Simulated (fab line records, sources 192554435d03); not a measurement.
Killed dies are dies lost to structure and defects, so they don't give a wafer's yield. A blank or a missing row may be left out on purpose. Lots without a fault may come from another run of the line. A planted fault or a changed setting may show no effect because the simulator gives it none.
Chamber matching | flow n5_finfet | N5_DUMMY_REMOVAL_STRIP_10 on rie_diel-01: 4 sister chambers
The step strips in N2/H2, time 40 s. 22 wafers are shown with their chamber, then 11 later ones without.

WAFERS WITH THEIR CHAMBER
wafer  | chamber | showerhead_plenum_p_Torr (Torr) | drypump_motor_current_A (A) | oes_product_au (a.u.)
L075.1 | 2       | 3.46                            | 5.4                         | 0.90
L075.3 | 0       | 3.52                            | 5.1                         | 0.76
L075.5 | 2       | 3.46                            | 5.5                         | 0.90
L078.1 | 2       | 3.46                            | 5.4                         | 0.88
L078.3 | 1       | 3.34                            | 5.7                         | 0.67
L078.6 | 0       | 3.51                            | 5.1                         | 0.75
L080.1 | 0       | 3.51                            | 5.1                         | 0.75
L080.3 | 1       | 3.34                            | 5.7                         | 0.67
L080.5 | 0       | 3.51                            | 5.1                         | 0.75
L083.2 | 0       | 3.51                            | 5.2                         | 0.74
L083.4 | 1       | 3.33                            | 5.7                         | 0.66
L083.5 | 0       | 3.51                            | 5.1                         | 0.74
L084.2 | 1       | 3.33                            | 5.6                         | 0.67
L084.3 | 2       | 3.45                            | 5.5                         | 0.89
L084.5 | 0       | 3.51                            | 5.1                         | 0.75
L085.3 | 3       | 3.33                            | 6.4                         | 0.68
L085.4 | 0       | 3.51                            | 5.1                         | 0.75
L085.6 | 2       | 3.45                            | 5.4                         | 0.88
L087.1 | 3       | 3.33                            | 6.4                         | 0.68
L087.3 | 1       | 3.33                            | 5.7                         | 0.66
L087.6 | 1       | 3.33                            | 5.7                         | 0.66
L089.4 | 2       | 3.45                            | 5.5                         | 0.86

SIGNATURES (means of the wafers above)
reading                  | chamber 0 | chamber 1 | chamber 2 | chamber 3 | scatter within a chamber
showerhead_plenum_p_Torr | 3.5112    | 3.3333    | 3.4550    | 3.3300    | 0.00454
drypump_motor_current_A  | 5.112     | 5.683     | 5.450     | 6.400     | 0.0422
oes_product_au           | 0.7488    | 0.6650    | 0.8850    | 0.6800    | 0.00939
Rule: a wafer's distance from a chamber is the root of the sum, over the readings, of the square of ((its reading less the chamber's mean) divided by the reading's scatter). The wafer belongs to the nearest chamber; if the next one is less than 2 further off, it can't be placed. The scatter: the root of (the sum of the squares of (reading less its chamber's mean) over the shown wafers, divided by (wafers less chambers)).

WAFERS WITHOUT THEIR CHAMBER
wafer  | showerhead_plenum_p_Torr (Torr) | drypump_motor_current_A (A) | oes_product_au (a.u.)
L089.5 | 3.45                            | 5.4                         | 0.85
L089.6 | 3.33                            | 5.7                         | 0.66
L091.2 | 3.44                            | 5.4                         | 0.85
L091.3 | 3.50                            | 5.1                         | 0.74
L091.4 | 3.32                            | 6.3                         | 0.67
L093.2 | 3.32                            | 5.6                         | 0.67
L093.4 | 3.50                            | 5.1                         | 0.74
L093.5 | 3.32                            | 5.7                         | 0.67
L097.2 | 3.49                            | 5.2                         | 0.71
L097.5 | 3.49                            | 5.1                         | 0.72
L097.6 | 3.43                            | 5.5                         | 0.83

WHICH CHAMBER EACH WENT THROUGH
wafer  | from the rows above | in truth
L089.5 | 2                   | 2
L089.6 | 1                   | 1
L091.2 | 2                   | 2
L091.3 | 0                   | 0
L091.4 | 3                   | 3
L093.2 | 1                   | 1
L093.4 | 0                   | 0
L093.5 | 1                   | 1
L097.2 | 0                   | 0
L097.5 | 0                   | 0
L097.6 | 2                   | 2
Placed correctly: 11 of 11. Can't be placed from these rows: 0. Placed wrongly: 0.
